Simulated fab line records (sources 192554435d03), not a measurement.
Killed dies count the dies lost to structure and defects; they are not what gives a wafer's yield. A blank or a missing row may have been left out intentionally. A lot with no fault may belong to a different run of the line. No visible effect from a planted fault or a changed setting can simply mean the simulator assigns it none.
Commonality check across tools / flow n5_finfet / 10 lots, 30 wafers sampled

## REASON FOR OPENING
Flagged at N5_BEOL_M0_SAQP_CD_MEAS_14: reading cd_nm, on 3 of 10 lots. Wafers without a fault read 42.6 nm, standard deviation 0.32.
Rule: a lot is flagged in two cases, either no wafer of it has a number, or all its wafers with numbers fall more than 4 standard deviations from that mean. As for the other lots, they are considered sound.

lot=L581; measured=day 6 22:33; on=cd_sem-02; cd_nm (nm), wafer by wafer=42.4 42.7 42.0; flag=
lot=L582; measured=day 7 01:53; on=cd_sem-02; cd_nm (nm), wafer by wafer=42.6 43.2 42.9; flag=
lot=L584; measured=day 7 03:27; on=cd_sem-02; cd_nm (nm), wafer by wafer=42.5 42.4 42.5; flag=
lot=L585; measured=day 7 07:31; on=cd_sem-02; cd_nm (nm), wafer by wafer=42.5 43.0 43.2; flag=
lot=L587; measured=day 7 19:55; on=cd_sem-01; cd_nm (nm), wafer by wafer=38.0 38.3 37.7; flag=FLAGGED
lot=L588; measured=day 8 04:53; on=cd_sem-03; cd_nm (nm), wafer by wafer=38.9 39.2 39.1; flag=FLAGGED
lot=L589; measured=day 8 06:17; on=cd_sem-02; cd_nm (nm), wafer by wafer=38.0 37.7 37.7; flag=FLAGGED
lot=L592; measured=day 9 08:18; on=cd_sem-01; cd_nm (nm), wafer by wafer=42.2 42.1 42.8; flag=
lot=L593; measured=day 9 13:25; on=cd_sem-01; cd_nm (nm), wafer by wafer=42.4 42.2 41.7; flag=
lot=L596; measured=day 10 01:27; on=cd_sem-02; cd_nm (nm), wafer by wafer=42.3 42.1 42.5; flag=
Average over the flagged lots: 38.3 nm; offset from the usual -4.3 nm, equal to -13 standard deviations.

## TOOL THAT RAN EACH LOT
3 process steps preceding the reading are held in the record, out of 1938 steps in the route. Each cell gives the tool, then ch followed by the chambers the sampled wafers passed through, then the start.
lot=L581; flag=; N5_MOL_CONTACT_COAG_STRIP_49=plasma_asher-02 ch 0,1, day 6 16:02; N5_BEOL_M0_SAQP_ILD_DEP_01=pecvd-04 ch 1,2, day 6 20:19; N5_BEOL_M0_SAQP_PEB_12=litho_track-03 ch 0, day 6 22:29
lot=L582; flag=; N5_MOL_CONTACT_COAG_STRIP_49=plasma_asher-02 ch 0,1, day 6 17:32; N5_BEOL_M0_SAQP_ILD_DEP_01=pecvd-02 ch 0,1,2, day 6 23:20; N5_BEOL_M0_SAQP_PEB_12=litho_track-02 ch 0, day 7 01:49
lot=L584; flag=; N5_MOL_CONTACT_COAG_STRIP_49=plasma_asher-02 ch 0,1, day 6 21:31; N5_BEOL_M0_SAQP_ILD_DEP_01=pecvd-02 ch 0,2, day 7 02:20; N5_BEOL_M0_SAQP_PEB_12=litho_track-03 ch 0, day 7 03:23
lot=L585; flag=; N5_MOL_CONTACT_COAG_STRIP_49=plasma_asher-02 ch 0,1, day 7 00:32; N5_BEOL_M0_SAQP_ILD_DEP_01=pecvd-04 ch 0,1, day 7 05:20; N5_BEOL_M0_SAQP_PEB_12=litho_track-02 ch 0, day 7 07:26
lot=L587; flag=FLAGGED; N5_MOL_CONTACT_COAG_STRIP_49=plasma_asher-01 ch 0,1, day 7 13:29; N5_BEOL_M0_SAQP_ILD_DEP_01=pecvd-01 ch 0,2, day 7 17:47; N5_BEOL_M0_SAQP_PEB_12=litho_track-02 ch 0, day 7 19:51
lot=L588; flag=FLAGGED; N5_MOL_CONTACT_COAG_STRIP_49=plasma_asher-01 ch 0,1, day 7 19:58; N5_BEOL_M0_SAQP_ILD_DEP_01=pecvd-04 ch 1,2, day 8 00:18; N5_BEOL_M0_SAQP_PEB_12=litho_track-02 ch 0, day 8 04:49
lot=L589; flag=FLAGGED; N5_MOL_CONTACT_COAG_STRIP_49=plasma_asher-01 ch 0,1, day 8 00:20; N5_BEOL_M0_SAQP_ILD_DEP_01=pecvd-04 ch 1,2, day 8 04:40; N5_BEOL_M0_SAQP_PEB_12=litho_track-02 ch 0, day 8 06:13
lot=L592; flag=; N5_MOL_CONTACT_COAG_STRIP_49=plasma_asher-01 ch 0,1, day 9 02:47; N5_BEOL_M0_SAQP_ILD_DEP_01=pecvd-01 ch 0,1, day 9 07:07; N5_BEOL_M0_SAQP_PEB_12=litho_track-05 ch 0, day 9 08:14
lot=L593; flag=; N5_MOL_CONTACT_COAG_STRIP_49=plasma_asher-01 ch 0,1, day 9 04:07; N5_BEOL_M0_SAQP_ILD_DEP_01=pecvd-01 ch 0,1,2, day 9 10:07; N5_BEOL_M0_SAQP_PEB_12=litho_track-03 ch 0, day 9 13:21
lot=L596; flag=; N5_MOL_CONTACT_COAG_STRIP_49=plasma_asher-01 ch 0,1, day 9 18:46; N5_BEOL_M0_SAQP_ILD_DEP_01=pecvd-04 ch 0,1, day 10 00:07; N5_BEOL_M0_SAQP_PEB_12=litho_track-03 ch 0, day 10 01:23
What is done by these steps:
- N5_MOL_CONTACT_COAG_STRIP_49: strips in N2/H2, time 30 s.
- N5_BEOL_M0_SAQP_ILD_DEP_01: deposits SiOC from DEMS/O2, target thk 45.419 nm, time 8.7 s.
- N5_BEOL_M0_SAQP_PEB_12: peb time 60 s.
- N5_BEOL_M0_SAQP_CD_MEAS_14: target cd 42.5 nm.

## FLAGGED OVER TOTAL, TOOL BY TOOL (the gauges that took the reading come last)
step=N5_MOL_CONTACT_COAG_STRIP_49; tool=plasma_asher-01; lots run=6; flagged=3; share of the flagged lots=all; sound lots run after its first flagged lot=3 (L592,L593,L596)
step=N5_MOL_CONTACT_COAG_STRIP_49; tool=plasma_asher-02; lots run=4; flagged=0; share of the flagged lots=none; sound lots run after its first flagged lot=-
step=N5_BEOL_M0_SAQP_ILD_DEP_01; tool=pecvd-01; lots run=3; flagged=1; share of the flagged lots=some; sound lots run after its first flagged lot=2 (L592,L593)
step=N5_BEOL_M0_SAQP_ILD_DEP_01; tool=pecvd-02; lots run=2; flagged=0; share of the flagged lots=none; sound lots run after its first flagged lot=-
step=N5_BEOL_M0_SAQP_ILD_DEP_01; tool=pecvd-04; lots run=5; flagged=2; share of the flagged lots=some; sound lots run after its first flagged lot=1 (L596)
step=N5_BEOL_M0_SAQP_PEB_12; tool=litho_track-02; lots run=5; flagged=3; share of the flagged lots=all; sound lots run after its first flagged lot=0
step=N5_BEOL_M0_SAQP_PEB_12; tool=litho_track-03; lots run=4; flagged=0; share of the flagged lots=none; sound lots run after its first flagged lot=-
step=N5_BEOL_M0_SAQP_PEB_12; tool=litho_track-05; lots run=1; flagged=0; share of the flagged lots=none; sound lots run after its first flagged lot=-
step=N5_BEOL_M0_SAQP_CD_MEAS_14; tool=cd_sem-01; lots run=3; flagged=1; share of the flagged lots=some; sound lots run after its first flagged lot=2 (L592,L593)
step=N5_BEOL_M0_SAQP_CD_MEAS_14; tool=cd_sem-02; lots run=6; flagged=1; share of the flagged lots=some; sound lots run after its first flagged lot=1 (L596)
step=N5_BEOL_M0_SAQP_CD_MEAS_14; tool=cd_sem-03; lots run=1; flagged=1; share of the flagged lots=some; sound lots run after its first flagged lot=0

## THE TABLE: WHAT IT ALLOWS
2 rows of the table ran every flagged lot: plasma_asher-01 at N5_MOL_CONTACT_COAG_STRIP_49, litho_track-02 at N5_BEOL_M0_SAQP_PEB_12.
- plasma_asher-01 at N5_MOL_CONTACT_COAG_STRIP_49 ran 6 lots, 3 of them flagged. Sound lots followed the first flagged one (L592, L593, L596) on it, something a lasting fault affecting the whole tool could not allow.
- litho_track-02 at N5_BEOL_M0_SAQP_PEB_12 ran 5 lots, 3 of them flagged. A fault beginning between L585 (day 7 07:26), its last sound lot, and L587 (day 7 19:51), its first flagged one, fits the data.
What remains is a single tool, litho_track-02 at N5_BEOL_M0_SAQP_PEB_12.

## WHAT THE SIMULATOR HAD PUT IN
Drift in process parameters on litho_track-02 at N5_BEOL_M0_SAQP_PEB_12, starting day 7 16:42. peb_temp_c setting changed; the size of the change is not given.
Shown lots that were struck: L587, L588, L589. The rule above reached the same finding.
